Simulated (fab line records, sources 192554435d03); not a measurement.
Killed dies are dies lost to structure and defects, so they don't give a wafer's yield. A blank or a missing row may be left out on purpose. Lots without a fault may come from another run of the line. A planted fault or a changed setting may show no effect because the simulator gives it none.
fab line records | flow n5_finfet
record lots=6 wafers=18 last_day=17
route steps=1938 shown BEOL_M11@1581 PASSIVATION@1936
lots that met no fault: from a run of the same line without faults
start_h: hours from the record's first day to the start of the lot's first wafer shown | wait_h: hours since the lot's step before | " the same as in the row above | L1.1+2: a row that stands for several wafers | - no value, or no start given | * or withheld: withheld | < > ~ a bound
route shown NAME@n: a module of which the file shows steps, and the number in the route of the first | usual: mean/standard deviation of fault-free wafers | same: alike in all rows | chamber/n: place in a boat | sites: the reading at each site | _std_site: their standard deviation | _edge_site: outer sites' mean less inner sites' | radius_mm: how far each site lies from the wafer's centre | mask NAME#n: copy n | behind: the tool/chamber that last shaped the wafer | hold: why the lot was held/for how many hours/how that ended | device: the transistor (n, p or np) that didn't switch | end of line: the same wafers' tests at the end of the route | a step without rows: its recipe alone | killed: dies lost to structure and defects at the first sort, not the wafer's yield | map: a wafer's dies, x killed, . not, _ none there
set.NAME: the setting as run; set.NAME@STEP: as run at that earlier step | model.NAME: the simulator's own value behind a step, which no gauge read
lots at some steps of the route; a table a step, a row a wafer
services: from which hour (start_h, from the record's first day; less than 0 if before it) a tool's chamber was out of use, for how many hours, and why
## steps
# step N5_BEOL_M11_OCD_MEAS_38
# usual trench_depth_nm=148/3
# columns lot.wafer tool chamber start_h wait_h trench_depth_nm
L104.1 ocd-02 - 266.67 - 152
L104.4 " - " " 146
L104.6 " - " " 147
L110.4 ocd-02 - 292.71 - 152
L110.5 " - " " 147
L110.6 " - " " 145
L111.1 ocd-02 - 292.87 - 149
L111.2 " - " " 147
L111.3 " - " " 149
L119.1 ocd-02 - 348.99 - 149
L119.3 " - " " 148
L119.6 " - " " 148
L123.2 ocd-01 - 368.83 - 152
L123.4 " - " " 148
L123.6 " - " " 152
L124.3 ocd-02 - 370.51 - 149
L124.4 " - " " 150
L124.6 " - " " 150
# step N5_BEOL_M11_HM_STRIP_39
# recipe chemistry=peroxide_tin_strip material=TiN target_depth_a=250 temp_c=50 time_s=158
# step N5_BEOL_M11_SRD_40
# recipe time_s=30 temp_c=23 rinse_liquid=diw dry=ipa_marangoni
# step N5_BEOL_M11_PRECLEAN_42
# recipe chemistry=residue_remover time_s=60 temp_c=40
# step N5_BEOL_M11_SRD_43
# recipe time_s=30 temp_c=23 rinse_liquid=diw dry=ipa_marangoni
# step N5_BEOL_M11_CD_MEAS_35
# recipe target_cd_nm=70 polarity=opening
# usual cd_nm=70.0/0.83
# columns lot.wafer tool chamber start_h wait_h cd_nm
L104.1 cd_sem-01 - 266.82 0.0 69.1
L104.4 " - " " 69.1
L104.6 " - " " 69.6
L110.4 cd_sem-02 - 292.86 0.0 69.7
L110.5 " - " " 70.8
L110.6 " - " " 71.4
L111.1 cd_sem-01 - 293.02 0.0 69.6
L111.2 " - " " 71.0
L111.3 " - " " 68.6
L119.1 cd_sem-02 - 349.14 0.0 69.7
L119.3 " - " " 70.7
L119.6 " - " " 71.1
L123.2 cd_sem-02 - 368.98 0.0 68.7
L123.4 " - " " 70.4
L123.6 " - " " 69.4
L124.3 cd_sem-02 - 370.67 0.0 70.0
L124.4 " - " " 69.9
L124.6 " - " " 69.6
# step N5_BEOL_M11_CURE_72
# recipe temp_c=370 time_s=120 ambient=DMADMS/He material=SiCOH_lowk
# usual lamp_power_pct=52.31/0.054 wafer_temp_C_max=371.7/0.55
# columns lot.wafer tool chamber start_h wait_h lamp_power_pct wafer_temp_C_max
L104.1 uv_cure-03 1 266.86 0.0 52.33 371.9
L104.4 " 1 " " 52.35 372.1
L104.6 " 1 " " 52.26 371.4
L110.4 uv_cure-02 1 293.05 0.2 52.40 372.3
L110.5 " 1 " " 52.38 371.8
L110.6 " 1 " " 52.32 373.1
L111.1 uv_cure-02 0 293.20 0.2 52.33 371.2
L111.2 " 0 " " 52.37 370.9
L111.3 " 0 " " 52.30 371.5
L119.1 uv_cure-01 2 349.35 0.2 52.19 372.0
L119.3 " 2 " " 52.33 371.9
L119.6 " 2 " " 52.37 372.0
L123.2 uv_cure-03 0 369.12 0.1 52.27 371.7
L123.4 " 0 " " 52.33 371.3
L123.6 " 0 " " 52.27 371.0
L124.3 uv_cure-03 1 370.90 0.2 52.33 371.9
L124.4 " 1 " " 52.33 371.6
L124.6 " 1 " " 52.23 371.6
# step N5_BEOL_M11_DEGAS_44
# recipe ambient=vacuum temp_c=250 time_s=60
# usual heater_power_w=330/35
# columns lot.wafer tool chamber start_h wait_h heater_power_w
L104.1 pvd_sputter-03 - 267.52 0.6 353
L104.4 " - " " 348
L104.6 " - " " 354
L110.4 pvd_sputter-01 - 293.39 0.3 331
L110.5 " - " " 312
L110.6 " - " " 324
L111.1 pvd_sputter-01 - 293.63 0.4 300
L111.2 " - " " 406
L111.3 " - " " 328
L119.1 pvd_sputter-01 - 349.83 0.4 396
L119.3 " - " " 299
L119.6 " - " " 401
L123.2 pvd_sputter-03 - 370.64 1.4 350
L123.4 " - " " 316
L123.6 " - " " 352
L124.3 pvd_sputter-02 - 371.33 0.3 321
L124.4 " - " " 365
L124.6 " - " " 362
# step N5_BEOL_M11_PRE_CLEAN_45
# recipe gas=H2/He time_s=30 temp_c=250
# usual heater_power_w=331/34
# columns lot.wafer tool chamber start_h wait_h heater_power_w
L104.1 pvd_sputter-03 - 267.56 0.0 351
L104.4 " - " " 347
L104.6 " - " " 352
L110.4 pvd_sputter-01 - 293.43 0.0 318
L110.5 " - " " 304
L110.6 " - " " 328
L111.1 pvd_sputter-01 - 293.67 0.0 298
L111.2 " - " " 408
L111.3 " - " " 335
L119.1 pvd_sputter-01 - 349.87 0.0 409
L119.3 " - " " 310
L119.6 " - " " 414
L123.2 pvd_sputter-03 - 370.68 0.0 348
L123.4 " - " " 316
L123.6 " - " " 361
L124.3 pvd_sputter-02 - 371.37 0.0 312
L124.4 " - " " 362
L124.6 " - " " 362
# step N5_BEOL_M11_ALD_74
# recipe material=TaN target_thk_a=20 temp_c=275 ald_precursor_family=PDMAT ald_co_reactant=NH3 pressure_torr=3 carrier_flow_sccm=1500 pulse_time_s=2 purge_time_s=3 co_reactant_purge_time_s=2 co_reactant_pulse_time_s=3 ald_cycles=40 precursor_vessel_temp_c=75 precursor_vessel_pressure_torr=26.25 precursor_vessel_carrier_sccm=1000
# usual heater_power_w=424/49 precursor_vessel_carrier_sccm=1000/3.1 precursor_vessel_pressure_torr=26.25/0.048
# same ald_cycles=40
# columns lot.wafer tool chamber start_h wait_h heater_power_w precursor_vessel_carrier_sccm precursor_vessel_pressure_torr since_wet_clean_h
L104.1 ald_metal-04 0 267.66 0.1 392 1000 26.23 3007
L104.4 " 2 " " 422 994 26.26 -
L104.6 " 1 " " 443 1000 26.22 -
L110.4 ald_metal-04 1 293.59 0.1 433 995 26.33 3033
L110.5 " 2 " " 411 999 26.24 -
L110.6 " 3 " " 545 999 26.24 -
L111.1 ald_metal-02 0 293.75 0.1 441 1003 26.37 6111
L111.2 " 3 " " 452 998 26.25 6111
L111.3 " 1 " " 348 993 26.23 6111
L119.1 ald_metal-04 3 350.11 0.2 529 996 26.20 3090
L119.3 " 0 " " 390 1001 26.28 3090
L119.6 " 2 " " 418 997 26.25 -
L123.2 ald_metal-02 1 370.74 0.0 330 1003 26.25 20
L123.4 " 2 " " 333 999 26.25 20
L123.6 " 2 " " 348 1001 26.21 -
L124.3 ald_metal-02 0 371.43 0.0 410 1004 26.31 20
L124.4 " 2 " " 330 995 26.36 20
L124.6 " 0 " " 420 1003 26.22 -
# step N5_BEOL_M11_SURFACE_TREAT_76
# recipe gas=Ar time_s=* ion_energy_ev=* ion_current_ma_cm2=0.5 pressure_mtorr=* ar_flow_sccm=30
# usual throttle_valve_pct=*
# columns lot.wafer tool chamber start_h wait_h throttle_valve_pct
L104.1 pvd_sputter-03 - 267.98 0.2 *
L104.4 " - " " *
L104.6 " - " " *
L110.4 pvd_sputter-01 - 294.17 0.4 *
L110.5 " - " " *
L110.6 " - " " *
L111.1 pvd_sputter-01 - 294.25 0.4 *
L111.2 " - " " *
L111.3 " - " " *
L119.1 pvd_sputter-02 - 350.53 0.3 *
L119.3 " - " " *
L119.6 " - " " *
L123.2 pvd_sputter-03 - 371.08 0.2 *
L123.4 " - " " *
L123.6 " - " " *
L124.3 pvd_sputter-02 - 371.77 0.2 *
L124.4 " - " " *
L124.6 " - " " *
# step N5_BEOL_M11_CVD_75
# recipe material=Co target_thk_a=20 temp_c=withheld precursor=CCTBA/H2 pressure_torr=30 time_s=138.9
# step N5_BEOL_M11_SPUTTER_48
# recipe material=Cu target_thk_a=120 temp_c=-20 bias_v=60 power_w=26000 chamber_pressure_pa=0.13 time_s=2
# usual cathode_dc_power_W=26000/5.1 chamber_pressure_pa=0.13004/0.00026 chuck_gas_flow_sccm=1.28/0.051 throttle_valve_pct=29.9/0.86
# columns lot.wafer tool chamber start_h wait_h cathode_dc_power_W chamber_pressure_pa chuck_gas_flow_sccm throttle_valve_pct
L104.1 pvd_sputter-03 - 268.18 0.1 26005 0.13011 1.30 30.2
L104.4 " - " " 26003 0.12995 1.25 29.7
L104.6 " - " " 25997 0.13026 1.33 30.3
L110.4 pvd_sputter-01 - 294.41 0.1 20230 0.12984 1.28 29.2
L110.5 " - " " 20227 0.12992 1.26 30.0
L110.6 " - " " 20208 0.12993 1.33 30.0
L111.1 pvd_sputter-01 - 294.57 0.2 20222 0.12998 1.33 30.3
L111.2 " - " " 20228 0.13025 1.20 31.5
L111.3 " - " " 20212 0.13042 1.27 29.2
L119.1 pvd_sputter-02 - 350.73 0.1 25999 0.13002 1.36 28.9
L119.3 " - " " 25996 0.1301 1.21 31.2
L119.6 " - " " 25996 0.1301 1.29 29.8
L123.2 pvd_sputter-01 - 371.30 0.1 26001 0.12997 1.32 31.2
L123.4 " - " " 26002 0.12978 1.25 30.5
L123.6 " - " " 25995 0.12972 1.25 30.3
L124.3 pvd_sputter-02 - 371.95 0.1 25998 0.13024 1.24 29.7
L124.4 " - " " 25997 0.13037 1.24 28.7
L124.6 " - " " 26003 0.12999 1.26 28.9
# step N5_BEOL_M11_ECD_50
# recipe material=Cu target_thk_a=3180
# step N5_PASSIVATION_PROBE_49
# usual defect_limited_yield=91.6/1.4 killed_at_M0_to_M3=32/9.5 killed_at_M4_up=13/6 killed_at_contacts=12/5.6 killed_at_front_end=39/11 killed_at_other=2.8/2.3 killed_dies=99/16 killed_open=65/12 killed_short=32/7.6 sort_bin_5_function=4.8/0.88 sort_bin_6_memory=3.2/0.65 sort_bin_8_speed=0.2/2 sort_n_pass=1077/29 sort_yield_pct=91.2/2.5
# same gross_dies=1180 killed_at_back_side=0 sort_bin_4_leakage[%]=0
# columns lot.wafer tool chamber start_h wait_h defect_limited_yield[%] killed_at_M0_to_M3 killed_at_M4_up killed_at_contacts killed_at_front_end killed_at_other killed_dies killed_open killed_short sort_bin_5_function[%] sort_bin_6_memory[%] sort_bin_8_speed[%] sort_n_pass sort_yield_pct[%]
L104.1 prober-02 - 318.16 0.0 93.6 30 14 3 28 0 75 51 24 3.7 2.6 0 1105 93.6
L104.4 prober-02 - 318.31 0.2 90.6 27 21 16 47 0 111 74 37 5.8 3.3 0 1069 90.6
L104.6 prober-02 - 318.41 0.3 90.9 42 24 5 35 1 107 74 33 6.0 2.8 0 1073 90.9
L110.4 prober-02 - 333.73 0.2 92.4 16 23 15 34 2 90 48 31 4.9 2.6 0 1090 92.4
L110.5 prober-02 - 333.78 0.2 92.7 23 8 19 34 2 86 55 26 4.7 2.3 0 1094 92.7
L110.6 prober-02 - 333.83 0.3 92.7 31 18 13 18 6 86 56 25 4.7 2.4 0 1094 92.7
L111.1 prober-01 - 335.28 0.0 91.3 31 15 11 43 3 103 58 30 4.9 2.8 0 1077 91.3
L111.2 prober-01 - 335.33 0.1 90.7 35 16 20 39 0 110 66 36 5.4 3.4 0 1070 90.7
L111.3 prober-01 - 335.38 0.1 89.3 49 28 14 33 2 126 84 33 6.2 4.2 0 1054 89.3
L119.1 prober-02 - 397.30 0.6 92.8 35 2 12 35 1 85 52 30 4.3 2.7 0 1095 92.8
L119.3 prober-02 - 397.40 0.7 91.0 44 12 13 37 0 106 69 30 4.5 3.7 0 1074 91.0
L119.6 prober-02 - 397.55 0.9 91.8 30 11 8 47 1 97 52 35 4.7 2.3 0 1083 91.8
L123.2 prober-02 - 411.91 0.1 95.0 23 8 5 23 0 59 46 12 3.2 1.7 0 1121 95.0
L123.4 prober-02 - 412.01 0.2 93.1 24 13 13 30 1 81 56 23 3.7 3.1 0 1099 93.1
L123.6 prober-02 - 412.11 0.3 92.9 19 8 8 48 1 84 57 25 3.7 3.1 18.6 877 74.3
L124.3 prober-01 - 419.04 0.1 92.9 20 21 11 31 1 84 42 40 4.4 2.5 0 1096 92.9
L124.4 prober-01 - 419.09 0.2 93.4 32 15 13 17 1 78 53 21 3.5 2.8 0 1102 93.4
L124.6 prober-01 - 419.19 0.3 90.8 28 32 20 25 4 109 73 35 5.5 3.5 0 1071 90.8
# killed by level:class
L104.1 BEOL_M2:geometric_particle:open=10 BEOL_M3:geometric_particle:open=9 GATE_CUT:geometric_particle:short=7 BEOL_M4:geometric_particle:open=5 BEOL_M4:geometric_particle:short=5 DUMMY_GATE:geometric_particle:open=4 STARTING-WAFER:geometric_particle:open=4 FIN_SAQP:geometric_particle:open=3
L104.4 MOL_CONTACT_COAG:geometric_particle:open=15 FIN_SAQP:geometric_particle:open=9 BEOL_M2:geometric_particle:open=9 FIN_SAQP:geometric_particle:short=8 BEOL_M3:geometric_particle:open=8 GATE_CUT:geometric_particle:short=6 BEOL_M4:geometric_particle:open=6 STI_FIN_REVEAL:geometric_particle:open=5
L104.6 BEOL_M3:geometric_particle:open=14 FIN_SAQP:geometric_particle:short=10 BEOL_M4:geometric_particle:short=8 BEOL_M2:geometric_particle:open=7 BEOL_M4:geometric_particle:open=7 STI_FIN_REVEAL:geometric_particle:open=6 DUMMY_GATE:geometric_particle:open=6 BEOL_M0:geometric_particle:open=6
L110.4 MOL_CONTACT_COAG:geometric_particle:open=13 BEOL_M11:interface_void_opened=11 FIN_SAQP:geometric_particle:short=9 FIN_SAQP:geometric_particle:open=7 BEOL_M4:geometric_particle:open=6 BEOL_M2:geometric_particle:short=5 BEOL_M0_SAQP:geometric_particle:open=4 BEOL_M3:geometric_particle:open=4
L110.5 MOL_CONTACT_COAG:geometric_particle:open=13 BEOL_M3:geometric_particle:open=11 DUMMY_GATE:geometric_particle:open=6 MOL_CONTACT_COAG:geometric_particle:short=6 FIN_SAQP:geometric_particle:open=5 ILD0:geometric_particle:open=4 GATE_CUT:geometric_particle:short=4 BEOL_M11:interface_void_opened=4
L110.6 MOL_CONTACT_COAG:geometric_particle:open=10 BEOL_M3:geometric_particle:open=10 BEOL_M0_SAQP:geometric_particle:short=8 BEOL_M0_SAQP:geometric_particle:open=7 FIN_SAQP:geometric_particle:open=4 ILD0:geometric_particle:open=4 BEOL_M11:interface_void_opened=4 MOL_CONTACT_COAG:geometric_particle:short=3
L111.1 MOL_CONTACT_COAG:geometric_particle:open=10 BEOL_M0_SAQP:geometric_particle:short=10 FIN_SAQP:geometric_particle:short=9 HKMG_FIN:area_etch=9 STI_FIN_REVEAL:geometric_particle:open=8 BEOL_M0_SAQP:geometric_particle:open=8 FIN_SAQP:geometric_particle:open=6 BEOL_M1:geometric_particle:open=5
L111.2 MOL_CONTACT_COAG:geometric_particle:open=15 BEOL_M0_SAQP:geometric_particle:short=14 FIN_SAQP:geometric_particle:short=8 DUMMY_GATE:geometric_particle:open=7 BEOL_M0_SAQP:geometric_particle:open=7 FIN_SAQP:geometric_particle:open=6 STI_FIN_REVEAL:geometric_particle:open=5 MOL_CONTACT_COAG:geometric_particle:short=5
L111.3 MOL_CONTACT_COAG:geometric_particle:open=14 BEOL_M0_SAQP:geometric_particle:short=13 BEOL_M0_SAQP:geometric_particle:open=11 BEOL_M4:geometric_particle:open=8 FIN_SAQP:geometric_particle:short=7 DUMMY_GATE:geometric_particle:open=7 BEOL_M11:interface_void_opened=7 BEOL_M0:geometric_particle:open=7
L119.1 BEOL_M2:geometric_particle:open=10 MOL_CONTACT_COAG:geometric_particle:open=8 FIN_SAQP:geometric_particle:short=7 BEOL_M0_SAQP:geometric_particle:open=7 BEOL_M1:geometric_particle:open=7 GATE_CUT:geometric_particle:short=6 DUMMY_GATE:geometric_particle:open=5 MOL_CONTACT_COAG:geometric_particle:short=4
L119.3 BEOL_M0_SAQP:geometric_particle:open=13 MOL_CONTACT_COAG:geometric_particle:open=11 BEOL_M2:geometric_particle:open=9 FIN_SAQP:geometric_particle:short=7 BEOL_M0_SAQP:geometric_particle:short=7 BEOL_M1:geometric_particle:open=7 FIN_SAQP:geometric_particle:open=5 STI_FIN_REVEAL:geometric_particle:open=5
L119.6 FIN_SAQP:geometric_particle:open=12 BEOL_M2:geometric_particle:open=10 FIN_SAQP:geometric_particle:short=8 BEOL_M0_SAQP:geometric_particle:short=7 HKMG_FIN:area_etch=7 STI_FIN_REVEAL:geometric_particle:open=6 MOL_CONTACT_COAG:geometric_particle:open=5 BEOL_M0_SAQP:geometric_particle:open=4
L123.2 FIN_SAQP:geometric_particle:open=6 DUMMY_GATE:geometric_particle:open=6 BEOL_M0_SAQP:geometric_particle:open=6 MOL_CONTACT_COAG:geometric_particle:open=5 GATE_CUT:geometric_particle:open=4 BEOL_M1:geometric_particle:open=4 BEOL_M0_SAQP:geometric_particle:short=3 BEOL_M3:geometric_particle:open=3
L123.4 MOL_CONTACT_COAG:geometric_particle:open=11 FIN_SAQP:geometric_particle:open=8 STI_FIN_REVEAL:geometric_particle:open=7 BEOL_M2:geometric_particle:open=7 BEOL_M0_SAQP:geometric_particle:short=6 GATE_CUT:geometric_particle:short=5 BEOL_M3:geometric_particle:open=5 BEOL_M4:geometric_particle:open=5
L123.6 STI_FIN_REVEAL:geometric_particle:open=12 MOL_CONTACT_COAG:geometric_particle:open=7 FIN_SAQP:geometric_particle:open=6 BEOL_M1:geometric_particle:open=6 STARTING-WAFER:geometric_particle:short=5 DUMMY_GATE:geometric_particle:short=5 STARTING-WAFER:geometric_particle:open=5 GATE_CUT:geometric_particle:open=4
L124.3 FIN_SAQP:geometric_particle:short=10 MOL_CONTACT_COAG:geometric_particle:open=8 FIN_SAQP:geometric_particle:open=7 BEOL_M0_SAQP:geometric_particle:short=7 BEOL_M4:geometric_particle:open=6 BEOL_M5:geometric_particle:short=5 BEOL_M1:geometric_particle:open=4 GATE_CUT:geometric_particle:short=4
L124.4 MOL_CONTACT_COAG:geometric_particle:open=11 BEOL_M4:geometric_particle:open=10 BEOL_M0_SAQP:geometric_particle:short=8 BEOL_M1:geometric_particle:open=6 BEOL_M0_SAQP:geometric_particle:open=5 BEOL_M3:geometric_particle:open=5 BEOL_M2:geometric_particle:open=4 FIN_SAQP:geometric_particle:open=3
L124.6 BEOL_M4:geometric_particle:open=17 MOL_CONTACT_COAG:geometric_particle:open=16 BEOL_M1:geometric_particle:open=8 DUMMY_GATE:geometric_particle:open=7 BEOL_M3:geometric_particle:open=6 BEOL_M3:geometric_particle:short=6 FIN_SAQP:geometric_particle:short=4 MOL_CONTACT_COAG:geometric_particle:short=4
## services
# columns tool chamber start_h hours kind
uv_cure-03 - 265.82 1.0 pm
ald_metal-04 3 266.68 12.9 repair
uv_cure-02 - 272.40 7.0 repair
ald_metal-04 2 283.63 8.0 repair
ald_metal-02 3 294.30 24.3 repair
ald_metal-02 - 337.25 14.0 pm
ald_metal-02 0 337.25 14.0 vent_cycle
ald_metal-02 1 337.25 14.0 vent_cycle
ald_metal-02 2 337.25 14.0 vent_cycle
ald_metal-02 3 337.25 14.0 vent_cycle
uv_cure-01 - 344.91 0.8 repair
uv_cure-02 - 346.62 6.2 repair
ald_metal-02 0 351.25 - clean
ald_metal-02 1 351.25 - clean
ald_metal-02 2 351.25 - clean
ald_metal-02 3 351.25 - clean
pvd_sputter-03 - 366.39 1.0 repair
## key
first_sign step=N5_BEOL_M11_SPUTTER_48 reading=cathode_dc_power_W direction=down sigmas=99+ usual=* struck=*
effect none on later readings
met_at N5_BEOL_M11_SPUTTER_48
struck_wafers L110.4,L110.5,L110.6,L111.1,L111.2,L111.3
fault kind=process_parameter_drift tool=pvd_sputter-01 chamber=- onset_h=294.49 steps=N5_BEOL_M11_SPUTTER_48 channel=power_w offset=* shape=step end_h=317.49 acts_in=* stated=*
